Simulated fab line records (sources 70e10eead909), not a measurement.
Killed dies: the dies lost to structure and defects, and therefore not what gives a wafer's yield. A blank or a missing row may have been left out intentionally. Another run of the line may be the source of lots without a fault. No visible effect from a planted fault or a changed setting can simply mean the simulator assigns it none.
A lot that was struck, set against a sound lot    flow nandHarc    15 steps out of a route of 1302
Sound: these wafers, L242.1, L242.4, L242.5. Struck: wafers L239.1, L239.4. The cause is given at the end.
For every step that has rows: the tool of each side, followed by ch and its chambers, followed by its first start. Under that, the readings that differ: sound wafers    struck wafers    difference of the means    sigmas: that difference in standard deviations of wafers without a fault.
alike: same words and numbers on both sides, and readings whose means sit less than 2 such deviations apart. not compared: any withheld reading, any reading some wafer has no value for, any bound like >300 that may hide the same value, and any number with overlapping values for which the record gives no deviation.
Wherever a step has rows on one side only, a row that says differs or no value, or a row with sigmas, the two part there. When numbers do not overlap yet have no deviation, they are printed without sigmas and do not part them. A reading missing from all wafers of one side parts the sides only when that side holds two or more wafers.

first, 6 steps without rows for these wafers: NHARC_A_CONTACT_COAT_02 (resist thk 90 nm); NHARC_A_CONTACT_SOFTBAKE_03 (time 55 s); NHARC_A_CONTACT_EBR_04; NHARC_A_CONTACT_EXPOSE_05 (exposes mask A CC); NHARC_A_CONTACT_PEB_06 (peb time 65 s); NHARC_A_CONTACT_DEVELOP_07 (develop time 35 s).
NHARC_A_CONTACT_CD_MEAS_08: the cd target is 200 nm.
  sound on cdSem-03 ch 0, day 28 23:34; struck on cdSem-03 ch 0, day 26 22:01
  alike: cdNm
NHARC_A_CONTACT_OVL_MEAS_09:
  sound on overlay-01, day 28 23:40; struck on overlay-02, day 26 22:06
  alike: overlayXNm, overlayYNm
NHARC_A_CONTACT_INSPECT_10:
  sound on defectInspect-02, day 28 23:43; struck on defectInspect-01, day 26 22:08
  alike: rawDefectCount
NHARC_A_CONTACT_DESCUM_13: chemistry O2, time 3 s.
  sound on rieDiel-11 ch 0,1, day 28 23:46; struck on rieDiel-02 ch 2,3, day 26 22:20
  alike: drypumpMotorCurrentA, oesProductAu, rfVppV, showerheadPlenumPTorr, throttleValvePct
  not compared: rfHoursCounterH
NHARC_A_CONTACT_ETCH_88: etches the open film in CF4, target depth 39 nm, time 65 s.
  sound on rieDiel-11 ch 0,2, day 28 23:52; struck on rieDiel-02 ch 0,1, day 26 22:24
  alike: drypumpMotorCurrentA, oesProductAu, rfVppV, showerheadPlenumPTorr, throttleValvePct
  not compared: rfHoursCounterH
NHARC_A_CONTACT_ETCH_89: etches the open film in N2/H2, target depth 260 nm, time 475.3 s.
  sound on rieDiel-11 ch 2,3; struck on rieDiel-02 ch 1,3
reading              sound              struck       difference  sigmas
oesProductAu (a.u.)  0.994 1.008 0.994  1.026 1.013  +0.021      +2
  alike: drypumpMotorCurrentA, rfVppV, showerheadPlenumPTorr, throttleValvePct
  not compared: rfHoursCounterH
NHARC_A_CONTACT_ETCH_30: etches the open film in CF4/CHF3, target depth 72.6 nm, time 36.3 s.
  sound on rieDiel-11 ch 1,2,3, day 29 00:22; struck on rieDiel-02 ch 0,1, day 26 22:56
reading              sound              struck       difference  sigmas
oesProductAu (a.u.)  0.927 0.921 0.910  0.815 0.831  -0.096      -6
  alike: drypumpMotorCurrentA, rfVppV, showerheadPlenumPTorr, throttleValvePct
  not compared: rfHoursCounterH
NHARC_A_CONTACT_ETCH_31: etches the open film in O2/COS, target depth 2800 nm, time 728 s.
  sound on rieDiel-11 ch 0,2,3; struck on rieDiel-02 ch 1,2
  alike: drypumpMotorCurrentA, oesProductAu, rfVppV, showerheadPlenumPTorr, throttleValvePct
  not compared: rfHoursCounterH
-- record jumps: 2 days between struck wafers' starts before vs after; left off in module A_CONTACT, resumes in module END, first step shown is number 1302 of the route --
NHARC_END_SORT_01:
  the record has rows for the struck wafers here (prober-02 ch 0, day 29 05:30) and none for the sound ones

## WHERE THEY PART
At NHARC_A_CONTACT_ETCH_89 first; at NHARC_END_SORT_01 last (within this record only).

WHY: what had been put in by the simulator
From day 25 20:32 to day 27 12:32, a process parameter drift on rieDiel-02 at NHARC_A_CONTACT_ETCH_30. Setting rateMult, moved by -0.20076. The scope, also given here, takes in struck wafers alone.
